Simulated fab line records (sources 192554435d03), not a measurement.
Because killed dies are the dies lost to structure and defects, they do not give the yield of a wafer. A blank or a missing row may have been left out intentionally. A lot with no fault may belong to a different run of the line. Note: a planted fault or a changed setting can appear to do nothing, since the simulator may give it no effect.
Chamber matching	flow n5-finfet	rie-diel-06 running N5_BEOL_M15_STRIP_36: 4 sister chambers
The step strips in O2. 14 wafers are shown with their chamber, then 7 later ones without.

## WAFERS, EACH WITH ITS CHAMBER
wafer	chamber	showerhead-plenum-p-Torr (Torr)	drypump-motor-current-A (A)	throttle-valve-pct (%)
L074.1	2	2.14	4.8	16.3
L074.3	3	1.97	5.3	17.0
L074.5	2	2.14	4.8	16.4
L076.1	1	2.23	5.1	16.5
L076.3	0	2.04	5.3	16.9
L076.6	1	2.23	5.1	16.4
L081.2	3	1.96	5.3	17.0
L081.4	1	2.23	5.1	16.5
L081.5	2	2.13	4.8	16.4
L084.1	0	2.04	5.3	17.0
L084.3	1	2.23	5.1	16.5
L084.4	2	2.13	4.8	16.4
L087.2	1	2.23	5.2	16.4
L087.4	0	2.04	5.4	17.0

SIGNATURES (means of the wafers above)
reading	chamber 0	chamber 1	chamber 2	chamber 3	scatter within a chamber
showerhead-plenum-p-Torr	2.0400	2.2300	2.1350	1.9650	0.00387
drypump-motor-current-A	5.333	5.120	4.800	5.300	0.0383
throttle-valve-pct	16.967	16.460	16.375	17.000	0.0512
Rule: for each reading, subtract the chamber's mean from the wafer's reading, divide by that reading's scatter and square the result; add these up over the readings and take the root, which gives the wafer's distance from the chamber. The wafer belongs to the nearest chamber; if the next one is less than 2 further off, it can't be placed. The scatter: take each reading less its chamber's mean, square it, sum over the shown wafers, divide by the number of wafers less the number of chambers, and take the root.

## WAFERS WITHOUT THEIR CHAMBER
wafer	showerhead-plenum-p-Torr (Torr)	drypump-motor-current-A (A)	throttle-valve-pct (%)
L087.6	2.23	5.2	16.5
L086.1	2.13	4.8	16.4
L086.2	2.04	5.3	17.0
L086.5	2.04	5.3	17.0
L097.1	2.12	4.8	16.4
L097.4	1.96	5.3	17.0
L097.5	2.03	5.3	17.0

## CHAMBER TAKEN BY EACH
wafer	from the rows above	in truth
L087.6	1	1
L086.1	2	2
L086.2	0	0
L086.5	0	0
L097.1	2	2
L097.4	3	3
L097.5	0	0
Correctly placed: 7 of 7. From these rows, 0 cannot be placed. Placed wrongly: 0.
